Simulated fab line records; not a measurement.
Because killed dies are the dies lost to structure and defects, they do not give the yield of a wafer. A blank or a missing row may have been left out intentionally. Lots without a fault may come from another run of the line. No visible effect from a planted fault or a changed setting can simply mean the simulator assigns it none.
fab line records + flow nand_harc + part 2 of 2: steps 25 to 32 of 32
[record]
- lots = 5
- wafers = 15
- last_day = 32
route steps=1302 shown A_STAIRCASE@759
lots that met no fault: taken from a fault-free run of the same line
start_h: hours from the record's opening day to when the first of the lot's shown wafers began + wait_h: hours from the lot's prior step to this one + " as in the row above + L1.1+2: a row that stands for several wafers + - value missing, or start not given + * or withheld: withheld + < > ~ a bound
route shown NAME@n: a module of which the file shows steps, and the number in the route of the first + usual: mean/standard deviation taken from wafers without a fault + same: alike in all rows + chamber/n: place in a boat + sites: each site's reading + _std_site: standard deviation across them + _edge_site: mean of outer sites minus mean of inner sites + radius_mm: for every site, how far away it sits from the centre of the wafer + mask NAME#n: copy n + behind: tool/chamber where the wafer was last shaped + hold: why the lot went on hold/how many hours it stayed there/how the hold came to an end + device: the n, p or np transistor that did not switch + end of line: at the end of the route, the tests of the same wafers + step lacking rows: just its recipe + killed: dies that structure and defects cost at the first sort, which is not the same as the wafer's yield + map: a wafer's dies, marking killed ones x, the rest . and places with no die _
set.NAME: the setting that was run; set.NAME@STEP: the one run at that earlier step + model.NAME: the simulator's own value behind a step, which no gauge read
lots at some steps of the route; a table a step, a row a wafer
services: from which hour (start_h, from the record's first day; less than 0 if before it) a tool's chamber was out of use, for how many hours, and why
[[steps]]
[step NHARC_A_STAIRCASE_ETCH_271]
[recipe]
- cf4_flow_sccm = 100
- chf3_flow_sccm = 30
- ar_flow_sccm = 0
- rf_w = 500
- bias_w = 200
- chemistry = CF4/CHF3
[usual]
- drypump_motor_current_A = 5.7/0.48
- oes_product_au = 0.950/0.021
- rf_vpp_V = 370.6/2.7
- showerhead_plenum_p_Torr = 1.57/0.072
- throttle_valve_pct = 16.803/0.01
| lot.wafer | tool        | chamber | start_h | wait_h | drypump_motor_current_A | oes_product_au | rf_hours_counter_h | rf_vpp_V | showerhead_plenum_p_Torr | throttle_valve_pct |
|-----------|-------------|---------|---------|--------|-------------------------|----------------|--------------------|----------|--------------------------|--------------------|
| L081.3    | rie_diel-05 | 0       | 439.73  | 0.1    | 5.9                     | 0.950          | 6                  | 367.8    | 1.48                     | 16.814             |
| L081.1    | "           | 1       | "       | "      | 5.3                     | 0.946          | 7                  | 371.7    | 1.62                     | 16.803             |
| L081.6    | "           | 0       | "       | "      | 5.9                     | 0.941          | -                  | 367.5    | 1.48                     | 16.792             |
| L086.2    | rie_diel-09 | 0       | 492.21  | 0.1    | 6.1                     | 0.971          | 60                 | 372.0    | 1.58                     | 16.822             |
| L086.5    | "           | 2       | "       | "      | 5.8                     | 0.968          | -                  | 367.3    | 1.49                     | 16.784             |
| L086.6    | "           | 3       | "       | "      | 5.5                     | 0.956          | -                  | 370.3    | 1.56                     | 16.789             |
| L090.2    | rie_diel-09 | 3       | 529.43  | 0.1    | 5.6                     | 0.968          | 7                  | 370.4    | 1.56                     | 16.794             |
| L090.6    | "           | 2       | "       | "      | 5.8                     | 0.967          | -                  | 369.5    | 1.49                     | 16.805             |
| L090.4    | "           | 0       | "       | "      | 6.1                     | 0.960          | -                  | 371.9    | 1.58                     | 16.801             |
| L093.2    | rie_diel-09 | 0       | 560.15  | 0.1    | 6.1                     | 0.912          | 17                 | 370.2    | 1.58                     | 16.789             |
| L093.3    | "           | 1       | "       | "      | 5.5                     | 0.935          | 13                 | 369.1    | 1.57                     | 16.785             |
| L093.6    | "           | 3       | "       | "      | 5.5                     | 0.926          | -                  | 369.7    | 1.56                     | 16.804             |
| L095.4    | rie_diel-01 | 1       | 592.46  | 0.1    | 6.2                     | 0.939          | 10                 | 372.4    | 1.62                     | 16.798             |
| L095.2    | "           | 3       | "       | "      | 6.0                     | 0.953          | 5                  | 375.8    | 1.70                     | 16.802             |
| L095.6    | "           | 1       | "       | "      | 6.2                     | 0.940          | -                  | 372.3    | 1.62                     | 16.787             |
[step NHARC_A_STAIRCASE_HM_OPEN_457]
[recipe]
- o2_flow_sccm = 400
- cos_flow_sccm = 20
- ar_flow_sccm = 0
- rf_w = 500
- bias_w = 300
- chemistry = O2/COS
[usual]
- drypump_motor_current_A = 5.7/0.47
- oes_product_au = 1.000/0.0074
- rf_vpp_V = 467/3.1
- showerhead_plenum_p_Torr = 3.12/0.14
- throttle_valve_pct = 28.329/0.009
| lot.wafer | tool        | chamber | start_h | wait_h | drypump_motor_current_A | oes_product_au | rf_hours_counter_h | rf_vpp_V | showerhead_plenum_p_Torr | throttle_valve_pct |
|-----------|-------------|---------|---------|--------|-------------------------|----------------|--------------------|----------|--------------------------|--------------------|
| L081.3    | rie_diel-05 | 0       | -       | -      | 5.9                     | 0.998          | 6                  | 464      | 2.93                     | 28.337             |
| L081.1    | "           | 2       | "       | "      | 4.7                     | 1.000          | 6                  | 466      | 3.10                     | 28.335             |
| L081.6    | "           | 1       | "       | "      | 5.3                     | 1.003          | -                  | 470      | 3.22                     | 28.328             |
| L086.2    | rie_diel-09 | 1       | -       | -      | 5.5                     | 0.998          | 67                 | 467      | 3.12                     | 28.325             |
| L086.6    | "           | 2       | "       | "      | 5.8                     | 1.000          | -                  | 464      | 2.95                     | 28.333             |
| L086.5    | "           | 3       | "       | "      | 5.5                     | 0.991          | -                  | 467      | 3.10                     | 28.326             |
| L090.2    | rie_diel-09 | 0       | -       | -      | 6.1                     | 1.002          | 8                  | 469      | 3.14                     | 28.321             |
| L090.6    | "           | 0       | "       | "      | 6.1                     | 0.994          | -                  | 468      | 3.14                     | 28.326             |
| L090.4    | "           | 3       | "       | "      | 5.5                     | 1.005          | -                  | 466      | 3.10                     | 28.329             |
| L093.3    | rie_diel-09 | 0       | -       | -      | 6.1                     | 0.989          | 17                 | 466      | 3.14                     | 28.337             |
| L093.2    | "           | 1       | "       | "      | 5.5                     | 0.999          | 13                 | 467      | 3.11                     | 28.323             |
| L093.6    | "           | 0       | "       | "      | 6.1                     | 0.990          | -                  | 468      | 3.14                     | 28.318             |
| L095.2    | rie_diel-01 | 3       | -       | -      | 6.0                     | 0.994          | 5                  | 473      | 3.37                     | 28.322             |
| L095.4    | "           | 0       | "       | "      | 4.9                     | 1.000          | 2                  | 473      | 3.34                     | 28.338             |
| L095.6    | "           | 2       | "       | "      | 6.4                     | 0.987          | -                  | 472      | 3.33                     | 28.319             |
[step NHARC_A_STAIRCASE_STRIP_458]
[recipe]
- o2_flow_sccm = 400
- cos_flow_sccm = 20
- ar_flow_sccm = 0
- bias_w = 0
- chemistry = O2/COS
| lot.wafer  | tool        | chamber | start_h | wait_h |
|------------|-------------|---------|---------|--------|
| L081.1+3+6 | rie_diel-05 | 3,0,0   | -       | -      |
| L086.2+6+5 | rie_diel-09 | 0,3,0   | -       | -      |
| L090.2+6+4 | rie_diel-09 | 2,3,0   | -       | -      |
| L093.3+2+6 | rie_diel-09 | 3,1,0   | -       | -      |
| L095.4+2+6 | rie_diel-01 | 0,3,0   | -       | -      |
[step NHARC_A_STAIRCASE_ETCH_451]
[recipe]
- target_depth_a = 300
- overetch_a = 30
- time_s = 16.5
- ion_energy_ev = 100
- cf4_flow_sccm = 80
- o2_flow_sccm = 20
- ar_flow_sccm = 0
- rf_w = 300
- bias_w = 100
- chemistry = CF4/O2
[usual]
- drypump_motor_current_A = 5.7/0.49
- oes_product_au = 1.000/0.0084
- rf_vpp_V = 197.9/1.5
- showerhead_plenum_p_Torr = 1.33/0.062
- throttle_valve_pct = 13.398/0.0098
[same]
- time_s = 16.5
| lot.wafer | tool        | chamber | start_h | wait_h | drypump_motor_current_A | oes_product_au | rf_hours_counter_h | rf_vpp_V | showerhead_plenum_p_Torr | throttle_valve_pct |
|-----------|-------------|---------|---------|--------|-------------------------|----------------|--------------------|----------|--------------------------|--------------------|
| L081.3    | rie_diel-05 | 1       | -       | -      | 5.3                     | 1.007          | 7                  | 196.7    | 1.38                     | 13.401             |
| L081.1    | "           | 3       | "       | "      | 6.3                     | 0.993          | 6                  | 198.1    | 1.40                     | 13.393             |
| L081.6    | "           | 0       | "       | "      | 5.8                     | 0.995          | -                  | 196.6    | 1.25                     | 13.397             |
| L086.2    | rie_diel-09 | 3       | -       | -      | 5.6                     | 1.001          | 54                 | 195.4    | 1.33                     | 13.399             |
| L086.5    | "           | 2       | "       | "      | 5.8                     | 1.014          | -                  | 196.4    | 1.26                     | 13.385             |
| L086.6    | "           | 3       | "       | "      | 5.5                     | 1.002          | -                  | 197.0    | 1.33                     | 13.409             |
| L090.2    | rie_diel-09 | 3       | -       | -      | 5.6                     | 1.012          | 7                  | 197.6    | 1.32                     | 13.402             |
| L090.6    | "           | 3       | "       | "      | 5.6                     | 1.003          | -                  | 199.6    | 1.33                     | 13.404             |
| L090.4    | "           | 0       | "       | "      | 6.1                     | 0.997          | -                  | 198.4    | 1.34                     | 13.410             |
| L093.2    | rie_diel-09 | 1       | -       | -      | 5.5                     | 1.009          | 13                 | 198.9    | 1.33                     | 13.393             |
| L093.3    | "           | 3       | "       | "      | 5.5                     | 1.004          | 19                 | 197.7    | 1.32                     | 13.385             |
| L093.6    | "           | 1       | "       | "      | 5.5                     | 1.001          | -                  | 198.3    | 1.33                     | 13.408             |
| L095.2    | rie_diel-01 | 1       | -       | -      | 6.2                     | 0.989          | 10                 | 198.2    | 1.38                     | 13.398             |
| L095.4    | "           | 2       | "       | "      | 6.3                     | 0.992          | 10                 | 199.6    | 1.43                     | 13.420             |
| L095.6    | "           | 1       | "       | "      | 6.3                     | 0.998          | -                  | 199.4    | 1.38                     | 13.387             |
[step NHARC_A_STAIRCASE_ETCH_273]
[recipe]
- target_depth_a = 1.02e+05
- time_s = 2468.6
- ion_energy_ev = 800
- c4f8_flow_sccm = 80
- o2_flow_sccm = 60
- ar_flow_sccm = withheld
- rf_w = 600
- bias_w = 3000
- chemistry = C4F8/O2/Ar
[usual]
- oes_product_au = 0.933/0.0099
- rf_vpp_V = 1827/12
[same]
- time_s = 2468.6
| lot.wafer | tool        | chamber | start_h | wait_h | oes_product_au | rf_hours_counter_h | rf_vpp_V |
|-----------|-------------|---------|---------|--------|----------------|--------------------|----------|
| L081.1    | rie_diel-05 | 0       | -       | -      | 0.925          | 6                  | 1811     |
| L081.3    | "           | 2       | "       | "      | 0.922          | 7                  | 1824     |
| L081.6    | "           | 1       | "       | "      | 0.928          | -                  | 1836     |
| L086.2    | rie_diel-09 | 2       | -       | -      | 0.944          | 42                 | 1812     |
| L086.5    | "           | 3       | "       | "      | 0.937          | -                  | 1825     |
| L086.6    | "           | 0       | "       | "      | 0.942          | -                  | 1828     |
| L090.2    | rie_diel-09 | 3       | -       | -      | 0.936          | 7                  | 1825     |
| L090.6    | "           | 0       | "       | "      | 0.919          | -                  | 1828     |
| L090.4    | "           | 3       | "       | "      | 0.931          | -                  | 1825     |
| L093.3    | rie_diel-09 | 2       | -       | -      | 0.946          | 19                 | 1811     |
| L093.2    | "           | 0       | "       | "      | 0.922          | 17                 | 1828     |
| L093.6    | "           | 0       | "       | "      | 0.922          | -                  | 1828     |
| L095.4    | rie_diel-01 | 3       | -       | -      | 0.934          | 5                  | 1847     |
| L095.2    | "           | 0       | "       | "      | 0.943          | 3                  | 1845     |
| L095.6    | "           | 2       | "       | "      | 0.942          | -                  | 1845     |
[step NHARC_A_STAIRCASE_STRIP_274]
[recipe]
- o2_flow_sccm = 500
- ar_flow_sccm = 0
- bias_w = 0
- chemistry = O2
[usual]
- drypump_motor_current_A = 5.8/0.47
- oes_product_au = 1.000/0.0079
- rf_vpp_V = 57.9/0.94
- showerhead_plenum_p_Torr = 3.52/0.16
- throttle_valve_pct = 17.036/0.01
| lot.wafer | tool        | chamber | start_h | wait_h | drypump_motor_current_A | oes_product_au | rf_hours_counter_h | rf_vpp_V | showerhead_plenum_p_Torr | throttle_valve_pct |
|-----------|-------------|---------|---------|--------|-------------------------|----------------|--------------------|----------|--------------------------|--------------------|
| L081.1    | rie_diel-05 | 3       | -       | -      | 6.3                     | 1.004          | 7                  | 57.6     | 3.70                     | 17.035             |
| L081.3    | "           | 2       | "       | "      | 4.7                     | 1.004          | 8                  | 59.4     | 3.50                     | 17.040             |
| L081.6    | "           | 3       | "       | "      | 6.4                     | 1.004          | -                  | 59.0     | 3.70                     | 17.038             |
| L086.2    | rie_diel-09 | 1       | -       | -      | 5.5                     | 1.004          | 68                 | 59.3     | 3.53                     | 17.036             |
| L086.5    | "           | 1       | "       | "      | 5.5                     | 1.014          | -                  | 58.9     | 3.53                     | 17.034             |
| L086.6    | "           | 2       | "       | "      | 5.8                     | 1.007          | -                  | 57.3     | 3.34                     | 17.056             |
| L090.4    | rie_diel-09 | 2       | -       | -      | 5.8                     | 1.003          | 8                  | 56.6     | 3.33                     | 17.024             |
| L090.2    | "           | 3       | "       | "      | 5.5                     | 1.010          | 8                  | 58.3     | 3.50                     | 17.040             |
| L090.6    | "           | 2       | "       | "      | 5.8                     | 1.002          | -                  | 56.8     | 3.33                     | 17.022             |
| L093.3    | rie_diel-09 | 1       | -       | -      | 5.5                     | 1.016          | 15                 | 58.1     | 3.52                     | 17.038             |
| L093.2    | "           | 2       | "       | "      | 5.8                     | 1.014          | 20                 | 57.1     | 3.33                     | 17.033             |
| L093.6    | "           | 1       | "       | "      | 5.5                     | 1.014          | -                  | 56.9     | 3.52                     | 17.040             |
| L095.2    | rie_diel-01 | 2       | -       | -      | 6.4                     | 0.999          | 12                 | 58.2     | 3.76                     | 17.022             |
| L095.4    | "           | 3       | "       | "      | 6.1                     | 0.996          | 6                  | 57.9     | 3.80                     | 17.038             |
| L095.6    | "           | 1       | "       | "      | 6.3                     | 1.001          | -                  | 59.5     | 3.64                     | 17.017             |
[step NHARC_A_STAIRCASE_STRIP_275]
[recipe]
- time_s = 900
- temp_c = 130
- chemistry = SPM
[same]
- time_s = 900
| lot.wafer  | tool         | chamber | start_h | wait_h |
|------------|--------------|---------|---------|--------|
| L081.1+3+6 | wet_bench-01 | 0,2,4   | 442.21  | -      |
| L086.6+5+2 | wet_bench-03 | 7,2,3   | 494.76  | -      |
| L090.4+6+2 | wet_bench-01 | 5,7,0   | 532.36  | -      |
| L093.2+3+6 | wet_bench-09 | 5,0,2   | 562.96  | -      |
| L095.2+4+6 | wet_bench-03 | 3,4,7   | 594.94  | -      |
[step NHARC_A_STAIRCASE_PRECLEAN_276]
[recipe]
- time_s = *
- temp_c = 50
- bath_age_min = 0
- chemistry = SC1
[usual]
- sc1_h2o2_end_mol_l = 0.3698/0.00073
[same]
- time_s = *
| lot.wafer | tool         | chamber | start_h | wait_h | sc1_h2o2_end_mol_l |
|-----------|--------------|---------|---------|--------|--------------------|
| L081.1    | wet_bench-01 | 0       | -       | -      | 0.3694             |
| L081.3    | "            | 2       | "       | "      | 0.3689             |
| L081.6    | "            | 4       | "       | "      | 0.3693             |
| L086.6    | wet_bench-03 | 7       | -       | -      | 0.3693             |
| L086.5    | "            | 2       | "       | "      | 0.3705             |
| L086.2    | "            | 3       | "       | "      | 0.3704             |
| L090.4    | wet_bench-01 | 5       | -       | -      | 0.3699             |
| L090.6    | "            | 7       | "       | "      | 0.3691             |
| L090.2    | "            | 0       | "       | "      | 0.3701             |
| L093.2    | wet_bench-09 | 5       | -       | -      | 0.3692             |
| L093.3    | "            | 0       | "       | "      | 0.3701             |
| L093.6    | "            | 2       | "       | "      | 0.3718             |
| L095.2    | wet_bench-03 | 3       | -       | -      | 0.3688             |
| L095.4    | "            | 4       | "       | "      | 0.3706             |
| L095.6    | "            | 7       | "       | "      | 0.3697             |
[[services]]
| tool            | chamber | start_h | hours | kind   |
|-----------------|---------|---------|-------|--------|
| rie_diel-05     | -       | 409.71  | 9.0   | pm     |
| litho_track-07  | -       | 426.01  | 7.0   | pm     |
| plasma_asher-02 | -       | 426.07  | 9.0   | pm     |
| pecvd-04        | -       | 428.11  | 1.1   | repair |
| rie_diel-09     | 3       | 448.75  | 12.9  | repair |
| litho_track-03  | -       | 450.00  | 7.0   | pm     |
| pecvd-04        | -       | 450.51  | 13.0  | pm     |
| wet_bench-01    | -       | 453.64  | 8.0   | pm     |
| krf_scanner-04  | -       | 462.75  | 0.5   | repair |
| rie_diel-01     | 1       | 476.34  | 10.3  | repair |
| acl_dep-03      | -       | 484.89  | 13.0  | pm     |
| plasma_asher-02 | -       | 490.45  | 1.9   | repair |
| rie_diel-09     | -       | 497.19  | 9.0   | pm     |
| krf_scanner-01  | -       | 508.43  | 1.0   | repair |
| krf_scanner-04  | -       | 526.00  | 4.0   | pm     |
| wet_bench-09    | -       | 528.93  | 8.0   | pm     |
| krf_scanner-01  | -       | 545.07  | 4.0   | pm     |
| rie_diel-01     | -       | 557.80  | 9.0   | pm     |
| rie_diel-09     | 3       | 560.62  | 8.5   | repair |
| wet_bench-03    | -       | 562.40  | 8.0   | pm     |
| rie_diel-09     | 1       | 566.46  | 6.7   | repair |
| krf_scanner-01  | -       | 572.17  | 2.3   | repair |
| litho_track-02  | -       | 577.00  | 7.0   | pm     |
| rie_diel-05     | -       | 587.88  | 9.0   | pm     |
